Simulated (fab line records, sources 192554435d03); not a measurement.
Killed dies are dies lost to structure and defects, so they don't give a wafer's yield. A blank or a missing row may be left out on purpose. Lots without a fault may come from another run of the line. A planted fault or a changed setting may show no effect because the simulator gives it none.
Problem report in the 8D (eight disciplines) form, filled by code | flow n5_finfet | the parts of the form that need people (team, actions taken, sign-off) are left out

1. THE PROBLEM
trench_depth_nm at N5_BEOL_M1_OCD_MEAS_38 reads a mean of 86.1 nm on 3 wafers of 2 lots; wafers without a fault read 55.2 nm with a standard deviation of 0.88. That is +35 standard deviations from the usual mean.
First seen on wafer L876.4, day 10 05:11, on ocd-02. The record holds 25 wafers of 9 lots with a number at this step. Rule for "out", or "out of limits": more than 4 standard deviations from the usual mean. The other wafers with a number count as sound.

2. WHAT IT IS AND WHAT IT IS NOT
question                    | is                     | is not
which readings at this step | trench_depth_nm        | -
which lots                  | L876, L877             | L868, L870, L883, L887, L889, L890, L891
which wafers of those lots  | L876.4, L876.5, L877.4 | L877.6
read on which gauges        | ocd-01, ocd-02         | -
when                        | from day 10 05:11      | up to then (6 sound wafers); but 16 sound wafers of L877, L883, L887, L889, L890, L891 came after

3. SUSPECTS, AND WHAT RULES EACH OUT
Counting: a tool at a process step up to the reading stays a suspect if it ran every lot that is out. Sound lots after the first of them don't rule it out here, since some wafers of a struck lot are sound.
- the gauge at N5_BEOL_M1_OCD_MEAS_38: ruled out. The wafers that are out were read on 2 gauges (ocd-01, ocd-02).
- rie_diel-02 at N5_BEOL_M1_STRIP_36 (strips in N2/H2): kept. It ran every lot that is out, first L876 (day 10 04:59); its last sound lot up to then is L870 (day 6 19:49).
- rie_diel-02 at N5_BEOL_M1_TRENCH_ETCH_37 (etches SiOC in C4F6/O2, target depth 55.207 nm, time 29 s): kept. It ran every lot that is out, first L876 (day 10 05:02); its last sound lot up to then is L870 (day 6 19:52).
Left after counting: rie_diel-02 at N5_BEOL_M1_STRIP_36, rie_diel-02 at N5_BEOL_M1_TRENCH_ETCH_37.

4. THE CAUSE (what the simulator had put in)
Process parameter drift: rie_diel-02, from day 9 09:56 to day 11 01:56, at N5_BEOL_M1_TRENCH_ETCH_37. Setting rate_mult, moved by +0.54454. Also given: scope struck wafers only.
Counting left 2 suspects, and this tool is among them.

5. THE CHAIN OF EFFECTS, in route order
Each row: a reading whose mean over the struck wafers that have a number lies more than 3 standard deviations from the usual. Only readings for which the record gives a usual standard deviation are gone through. hours: the time from each lot's start at the first step in this table that gives one to its start at this step, as a median over the lots. sigmas: the change in usual standard deviations.
hours | step                      | reading              | usual     | on struck wafers | change | sigmas
0     | N5_BEOL_M1_TRENCH_ETCH_37 | oes_product_au       | 0.78 a.u. | 1.21             | +0.43  | +4.7
0     | N5_BEOL_M1_OCD_MEAS_38    | trench_depth_nm      | 55.2 nm   | 86.1             | +30.9  | +35
0     | N5_BEOL_M1_CD_MEAS_35     | cd_nm                | 18.00 nm  | 18.84            | +0.84  | +3.1
142   | N5_PASSIVATION_PROBE_49   | defect_limited_yield | 91.2 %    | 4.5              | -86.7  | -67
142   | N5_PASSIVATION_PROBE_49   | killed_at_M0_to_M3   | 34        | 1043             | +1009  | +99 or more
142   | N5_PASSIVATION_PROBE_49   | killed_dies          | 104       | 1128             | +1024  | +68
142   | N5_PASSIVATION_PROBE_49   | killed_on_rim        | 14        | 148              | +134   | +36
142   | N5_PASSIVATION_PROBE_49   | sort_n_pass          | 1076      | 52               | -1024  | -68
142   | N5_PASSIVATION_PROBE_49   | sort_yield_pct       | 91.2 %    | 4.5              | -86.7  | -67
The process steps in it:
- N5_BEOL_M1_TRENCH_ETCH_37: etches SiOC in C4F6/O2, target depth 55.207 nm, time 29 s.
- N5_PASSIVATION_PROBE_49

6. WHAT WOULD HAVE CAUGHT IT SOONER
In this record the first reading out of limits at a measuring or inspecting step was taken at day 10 05:11, 19 hours after the fault began at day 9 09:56.
The tool's own readings at N5_BEOL_M1_TRENCH_ETCH_37 were out on some of the struck wafers (oes_product_au): an alarm limit on them would have fired on those.
Of the lots that are out (2), L877 began N5_BEOL_M1_TRENCH_ETCH_37 on rie_diel-02 after day 10 05:11. A hold on the tool at that time would have spared it.
